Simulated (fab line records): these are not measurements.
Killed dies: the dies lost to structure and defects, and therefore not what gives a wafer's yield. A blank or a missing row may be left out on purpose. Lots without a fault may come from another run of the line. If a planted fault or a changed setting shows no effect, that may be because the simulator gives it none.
The tool behind it: which one? ; flow n5 finfet ; Sampling: 10 lots, 30 wafers, 6 of 1938 route steps

== WHAT EACH GAUGE READ, for each wafer ==
N5_BEOL_M1_RS_MEAS_58: the measuring method here is four-point-probe. Usual: for M1_RS the level is 0.67 ohm/sq and the standard deviation is 0.036.
lot;measured;on;M1_RS (ohm/sq);flag
L921;day 7 04:46;film metro-02;0.70 0.69 0.71;
L920;day 7 04:50;film metro-01;0.66 0.68 0.60;
L926;day 8 01:40;film metro-02;0.65 0.65 0.62;
L925;day 8 04:23;film metro-01;0.69 0.65 0.66;
L927;day 9 00:16;film metro-01;0.65 0.72 0.65;
L930;day 9 21:24;film metro-02;0.73 0.68 0.65;
L937;day 11 06:55;film metro-01;0.76 0.71 0.72;
L940;day 11 10:03;film metro-01;0.65 0.70 0.66;
L941;day 11 19:20;film metro-01;0.67 0.65 0.68;
L942;day 12 14:02;film metro-01;0.70 0.69 0.72;

N5_BEOL_M2_THK_MEAS_01. Usual: for M2_ILD_THK the level is 79.0 nm and the standard deviation is 0.99.
lot;measured;on;M2_ILD_THK (nm);flag
L921;day 7 04:53;film metro-02;78.2 77.3 78.8;
L920;day 7 04:58;film metro-02;76.7 79.4 78.5;
L926;day 8 02:04;film metro-01;158.9 159.7 160.2;OFF
L925;day 8 04:32;film metro-02;77.5 79.0 78.0;
L927;day 9 00:24;film metro-01;78.8 80.3 81.0;
L930;day 9 21:32;film metro-01;78.2 79.4 79.2;
L937;day 11 07:17;film metro-02;158.6 161.1 162.4;OFF
L940;day 11 10:11;film metro-02;78.6 78.7 79.4;
L941;day 11 19:28;film metro-02;78.8 80.6 80.7;
L942;day 12 14:10;film metro-01;78.3 80.0 79.6;

N5_BEOL_M4_RC_MEAS_101. Usual: DIBL_N 36.0 mV/V, standard deviation 1.7; DIBL_P 36.2 mV/V, standard deviation 1.9; IOFF_N 0.154 nA/um, standard deviation 0.028; IOFF_P 0.21 nA/um, standard deviation 0.036; ION_N 675 uA/um, standard deviation 11; ION_P 463 uA/um, standard deviation 8.3; SS_N 71.4 mV/dec, standard deviation 0.63; SS_P 73.2 mV/dec, standard deviation 0.55; VT_N 250.2 mV, standard deviation 3; VT_P -251 mV, standard deviation 3.7.
lot;measured;on;DIBL_N (mV/V);DIBL_P (mV/V);IOFF_N (nA/um);IOFF_P (nA/um);ION_N (uA/um);ION_P (uA/um);SS_N (mV/dec);SS_P (mV/dec);VT_N (mV);VT_P (mV);flag
L921;day 9 05:26;prober-01;35.0 38.3 39.0;33.2 38.5 38.7;0.116 0.186 0.196;0.17 0.26 0.26;670 688 700;455 474 477;71.2 72.9 72.4;73.0 73.9 73.9;252.2 245.6 245.2;-252 -247 -246;
L920;day 9 00:48;prober-02;37.5 34.2 36.4;37.4 33.4 35.8;0.178 0.133 0.157;0.29 0.23 0.26;673 672 666;469 475 468;71.7 70.0 71.2;73.6 73.3 73.5;248.0 251.1 253.0;-242 -245 -243;
L925;day 11 22:34;prober-01;38.5 34.9 37.2;40.8 36.2 39.1;0.191 0.124 0.178;0.23 0.17 0.20;689 654 700;469 455 465;71.7 71.2 71.2;73.7 73.0 74.1;247.8 255.7 246.3;-248 -254 -252;
L927;day 12 05:21;prober-01;36.9 35.5 36.7;37.4 35.5 36.4;0.154 0.126 0.142;0.20 0.18 0.18;673 660 670;455 455 455;71.7 72.1 71.4;73.4 72.6 73.1;252.1 252.8 250.3;-252 -252 -254;
L930;day 13 03:38;prober-02;38.4 36.0 37.1;38.3 35.2 35.5;0.186 0.135 0.162;0.21 0.17 0.18;689 667 677;457 452 456;71.5 71.5 71.9;73.9 73.1 73.5;247.5 250.2 250.1;-252 -253 -255;
L940;day 15 06:22;prober-01;35.8 36.0 39.1;35.9 36.7 38.8;0.150 0.158 0.214;0.18 0.20 0.23;663 665 697;453 462 468;71.1 71.2 71.9;72.5 72.8 73.2;251.4 247.5 244.7;-251 -249 -251;
L941;day 15 06:41;prober-02;37.4 37.1 34.3;39.0 37.7 34.6;0.203 0.182 0.134;0.29 0.27 0.21;690 676 668;476 471 466;71.6 71.2 70.7;74.1 73.0 72.8;243.0 246.8 252.2;-243 -244 -243;
L942;day 15 08:19;prober-01;36.7 37.2 36.0;35.6 37.2 34.8;0.158 0.174 0.164;0.24 0.26 0.23;666 677 686;465 471 477;71.5 71.2 71.5;73.4 73.7 73.0;252.7 247.7 248.4;-247 -243 -247;

== EACH LOT AND THE TOOL THAT RAN IT (in order: tool; ch and the chambers of the sampled wafers; start) ==
lot;N5_BEOL_M1_PRE_CLEAN_60;N5_BEOL_M1_CO_CAP_55;N5_BEOL_M2_ILD_DEP_00
L921;cvd co-01 ch 0,2, day 7 04:32;cvd co-01 ch 0,2, day 7 04:35;pecvd-02 ch 1,2, day 7 04:50
L920;cvd co-02 ch 0,1,2, day 7 04:37;cvd co-02 ch 0,1,2, day 7 04:40;pecvd-03 ch 0,2, day 7 04:55
L926;cvd co-01 ch 0,2, day 8 01:23;cvd co-01 ch 0,2, day 8 01:27;pecvd-03 ch 0,1,2, day 8 01:44
L925;cvd co-01 ch 0,1,2, day 8 04:10;cvd co-01 ch 0,1,2, day 8 04:13;pecvd-04 ch 2, day 8 04:28
L927;cvd co-02 ch 0,2, day 9 00:02;cvd co-02 ch 0,2, day 9 00:05;pecvd-03 ch 0,2, day 9 00:20
L930;cvd co-02 ch 0,1, day 9 21:10;cvd co-02 ch 0,1, day 9 21:13;pecvd-02 ch 0,1, day 9 21:28
L937;cvd co-02 ch 0,1, day 11 06:42;cvd co-02 ch 0,1, day 11 06:44;pecvd-02 ch 0,2, day 11 06:59
L940;cvd co-02 ch 1,2, day 11 09:50;cvd co-02 ch 1,2, day 11 09:52;pecvd-04 ch 1,2, day 11 10:07
L941;cvd co-01 ch 0,1,2, day 11 19:07;cvd co-01 ch 0,1,2, day 11 19:09;pecvd-03 ch 0,1,2, day 11 19:24
L942;cvd co-01 ch 0,2, day 12 13:49;cvd co-01 ch 0,2, day 12 13:52;pecvd-03 ch 1,2, day 12 14:07
- N5_BEOL_M1_PRE_CLEAN_60: time 15 s.
- N5_BEOL_M1_CO_CAP_55: material Co, precursor CCTBA/H2, target thk 2 nm, time 102.1 s.
- N5_BEOL_M2_ILD_DEP_00: deposits SiOC from DEMS/O2, target thk 79 nm, time 15.3 s.

== AS READ BY THE TOOLS THEMSELVES (means over the sampled wafers that have a number; for cases with no such wafer, the mark the record gives instead) ==
N5_BEOL_M1_PRE_CLEAN_60. Usual: 87 W for heater power w, sd 8.7.
lot;tool;heater power w (W);flag
L921;cvd co-01;83;
L920;cvd co-02;89;
L926;cvd co-01;86;
L925;cvd co-01;84;
L927;cvd co-02;85;
L930;cvd co-02;97;
L937;cvd co-02;97;
L940;cvd co-02;92;
L941;cvd co-01;84;
L942;cvd co-01;88;

N5_BEOL_M1_CO_CAP_55. Usual: 238 W for heater power w, sd 12.
lot;tool;heater power w (W);flag
L921;cvd co-01;231;
L920;cvd co-02;238;
L926;cvd co-01;239;
L925;cvd co-01;238;
L927;cvd co-02;237;
L930;cvd co-02;251;
L937;cvd co-02;253;
L940;cvd co-02;247;
L941;cvd co-01;235;
L942;cvd co-01;238;

N5_BEOL_M2_ILD_DEP_00. Usual: heater power w 509 W, standard deviation 68; showerhead plenum p Torr 5.698 Torr, standard deviation 0.018; throttle valve pct 12.2 %, standard deviation 0.6.
lot;tool;heater power w (W);showerhead plenum p Torr (Torr);throttle valve pct (%);flag
L921;pecvd-02;524;5.712;12.4;
L920;pecvd-03;435;5.684;12.0;
L926;pecvd-03;462;5.707;11.9;
L925;pecvd-04;499;5.714;11.8;
L927;pecvd-03;481;5.682;12.1;
L930;pecvd-02;496;5.702;12.7;
L937;pecvd-02;498;5.697;11.8;
L940;pecvd-04;545;5.715;12.6;
L941;pecvd-03;468;5.705;11.9;
L942;pecvd-03;475;5.704;11.5;

== THE ANSWER, worked out from the rows above alone ==
Rule: a lot is off if the mean of its wafers that have a number lies more than 3 standard deviations from the usual mean. A lot without any number at a reading at which 4 lots or more have one is off too. The other lots that the step has rows for count as sound. The gauges are gone through in route order, then the tools' own readings, and for those a lot's mean is taken as printed above. The first step at which some lot is off is used, and at that step the reading that is off furthest; a lot without a number counts as furthest.
Off: L926, L937, seen at N5_BEOL_M2_THK_MEAS_01 (M2_ILD_THK).
If a tool, at a process step before that reading, ran all the lots that are off and no sound lot after the first of them, it fits. The gauges at N5_BEOL_M2_THK_MEAS_01 are tried like those tools. No candidate that was tried fits.

== WHAT HAD BEEN PUT IN BY THE SIMULATOR ==
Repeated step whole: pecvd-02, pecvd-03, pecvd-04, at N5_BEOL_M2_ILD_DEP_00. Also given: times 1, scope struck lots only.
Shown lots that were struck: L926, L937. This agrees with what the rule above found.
